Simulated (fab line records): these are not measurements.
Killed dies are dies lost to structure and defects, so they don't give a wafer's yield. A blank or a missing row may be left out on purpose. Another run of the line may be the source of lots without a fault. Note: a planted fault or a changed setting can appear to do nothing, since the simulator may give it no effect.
Which tool was responsible? -- flow nand harc -- 12 lots, 36 wafers sampled, at 4 steps of a route of 1302

## WHAT EACH GAUGE READ, for each wafer
NHARC_A_SGD_CUT_CD_MEAS_09 targets a cd of 100 nm. Usual: cd nm at 100.1 nm, with a standard deviation of 0.43.
lot,measured,on,cd nm (nm),flag
L381,day 19 11:31,cd sem-01,100.2 99.7 99.9,
L382,day 19 23:57,cd sem-01,100.4 99.5 100.1,
L383,day 20 09:40,cd sem-01,100.0 99.8 100.0,
L385,day 20 18:23,cd sem-02,100.0 100.1 99.4,
L387,day 21 21:31,cd sem-03,99.8 100.0 100.4,
L388,day 22 12:17,cd sem-02,100.5 100.2 100.1,
L391,day 24 00:18,cd sem-02,113.2 113.2 113.5,OFF
L397,day 25 21:31,cd sem-01,99.5 100.3 99.9,
L398,day 26 20:25,cd sem-03,110.7 110.7 110.0,OFF
L399,day 27 12:38,cd sem-01,106.7 106.4 106.5,OFF
L402,day 27 12:53,cd sem-03,100.6 100.2 100.3,
L403,day 29 00:55,cd sem-01,100.2 100.8 100.1,

## TOOL THAT RAN EACH LOT (tool first, then ch and the chambers of the sampled wafers, then the start)
lot,NHARC_A_STAIRCASE_ETCH_444,NHARC_A_STAIRCASE_CMP_450,NHARC_A_SGD_CUT_EXPOSE_06
L381,"rie diel-05 ch 1,2,3, day 19 03:35","cmp-01 ch 1,2,3, day 19 08:49","arfi scanner-02 ch 0, day 19 11:22"
L382,"rie diel-05 ch 1,2,3, day 19 16:17","cmp-04 ch 1,2,3, day 19 21:29","arfi scanner-02 ch 0, day 19 23:49"
L383,"rie diel-01 ch 2,3, day 20 01:56","cmp-04 ch 0,1,3, day 20 06:41","arfi scanner-01 ch 0, day 20 09:31"
L385,"rie diel-10 ch 1,2,3, day 20 12:03","cmp-02 ch 2,3, day 20 15:49","arfi scanner-02 ch 0, day 20 18:16"
L387,"rie diel-10 ch 0,1,2, day 21 13:26","cmp-02 ch 1,2,3, day 21 18:56","arfi scanner-03 ch 0, day 21 21:23"
L388,"rie diel-01 ch 1,2,3, day 22 04:28","cmp-04 ch 1,2,3, day 22 09:42","arfi scanner-01 ch 0, day 22 12:09"
L391,"rie diel-10 ch 1,2,3, day 23 17:24","cmp-02 ch 1,2, day 23 21:42","arfi scanner-01 ch 0, day 24 00:10"
L397,"rie diel-01 ch 1,2,3, day 25 14:21","cmp-02 ch 1,2,3, day 25 19:04","arfi scanner-03 ch 0, day 25 21:22"
L398,"rie diel-05 ch 0,1,3, day 26 12:33","cmp-02 ch 0,2,3, day 26 17:47","arfi scanner-01 ch 0, day 26 20:17"
L399,"rie diel-01 ch 0,3, day 27 05:26","cmp-02 ch 0,3, day 27 10:08","arfi scanner-01 ch 0, day 27 12:30"
L402,"rie diel-10 ch 1,2,3, day 27 05:55","cmp-01 ch 1,2,3, day 27 10:11","arfi scanner-02 ch 0, day 27 12:44"
L403,"rie diel-05 ch 0,1,2, day 28 16:59","cmp-02 ch 1,2,3, day 28 22:10","arfi scanner-02 ch 0, day 29 00:46"
- NHARC_A_STAIRCASE_ETCH_444: etches the open film in C4F8/O2, target depth 20400 nm, time 6800 s.
- NHARC_A_STAIRCASE_CMP_450: polishes SiO2, target thk 200 nm.
- NHARC_A_SGD_CUT_EXPOSE_06: exposes mask SGD.

## AS READ BY THE TOOLS THEMSELVES (means over the sampled wafers that have a number; for cases with no such wafer, the mark the record gives instead)
NHARC_A_STAIRCASE_ETCH_444. Usual: oes product au 0.945 a.u., standard deviation 0.022; rf vpp V 807 V, standard deviation 3.9.
lot,tool,oes product au (a.u.),rf vpp V (V),flag
L381,rie diel-05,0.968,805,
L382,rie diel-05,0.970,806,
L383,rie diel-01,0.931,808,
L385,rie diel-10,0.974,808,
L387,rie diel-10,0.930,810,
L388,rie diel-01,0.931,809,
L391,rie diel-10,0.924,808,
L397,rie diel-01,0.978,809,
L398,rie diel-05,0.984,802,
L399,rie diel-01,0.924,807,
L402,rie diel-10,0.957,808,
L403,rie diel-05,0.925,806,

NHARC_A_STAIRCASE_CMP_450. Usual: motor current A at 12.4 A, with a standard deviation of 0.8.
lot,tool,motor current A (A),flag
L381,cmp-01,12.4,
L382,cmp-04,13.1,
L383,cmp-04,12.4,
L385,cmp-02,12.6,
L387,cmp-02,12.0,
L388,cmp-04,12.9,
L391,cmp-02,12.4,
L397,cmp-02,12.6,
L398,cmp-02,12.3,
L399,cmp-02,12.0,
L402,cmp-01,12.6,
L403,cmp-02,11.9,

NHARC_A_SGD_CUT_EXPOSE_06. Usual: exposure dose mJ cm2 85.60, standard deviation 0.085; stage vel mm s 499.96 mm/s, standard deviation 0.22.
lot,tool,exposure dose mJ cm2,stage vel mm s (mm/s),flag
L381,arfi scanner-02,85.57,500.05,
L382,arfi scanner-02,85.56,499.87,
L383,arfi scanner-01,85.49,499.98,
L385,arfi scanner-02,85.64,499.89,
L387,arfi scanner-03,85.56,499.92,
L388,arfi scanner-01,85.65,500.10,
L391,arfi scanner-01,102.53,499.88,OFF
L397,arfi scanner-03,85.70,500.14,
L398,arfi scanner-01,99.02,499.75,OFF
L399,arfi scanner-01,94.05,500.09,OFF
L402,arfi scanner-02,85.47,499.68,
L403,arfi scanner-02,85.71,499.90,

## THE ANSWER, worked out from the rows above alone
Rule: lot off if the mean of its wafers having a number is beyond 3 standard deviations from the usual mean. Also off: a lot with no number at a reading for which 4 or more lots have one. The other lots that the step has rows for count as sound. First the gauges in route order, then the tools' own readings, where a lot's mean is used as printed above. At the first step where some lot is off, the reading lying furthest off is the one used; lots without a number count as furthest.
Off at NHARC_A_SGD_CUT_CD_MEAS_09 (cd nm): L391, L398, L399.
If a tool, at a process step before that reading, ran all the lots that are off and no sound lot after the first of them, it fits. The gauges at NHARC_A_SGD_CUT_CD_MEAS_09 aren't tried: what is off there is off at NHARC_A_SGD_CUT_EXPOSE_06 too, on other tools, and a gauge's error can't cause that. One fits: NHARC_A_SGD_CUT_EXPOSE_06 on arfi scanner-01. Its last sound lot is L388 (day 22 12:09), its first lot that is off L391 (day 24 00:10): a fault that began between those two fits.
The tool's own readings at NHARC_A_SGD_CUT_EXPOSE_06 bear it out: on the lots that are off they differ by more than 5 times the standard deviation of the sound lots' means. exposure dose mJ cm2 reads 98.53 there against 85.59 on the sound lots.

## WHAT THE SIMULATOR HAD PUT IN
Process parameter drift: arfi scanner-01, from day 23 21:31 on, at NHARC_A_SGD_CUT_EXPOSE_06. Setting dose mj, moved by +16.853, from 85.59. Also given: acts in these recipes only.
Shown lots that were struck: L391, L398, L399. The rule above reached the same finding.
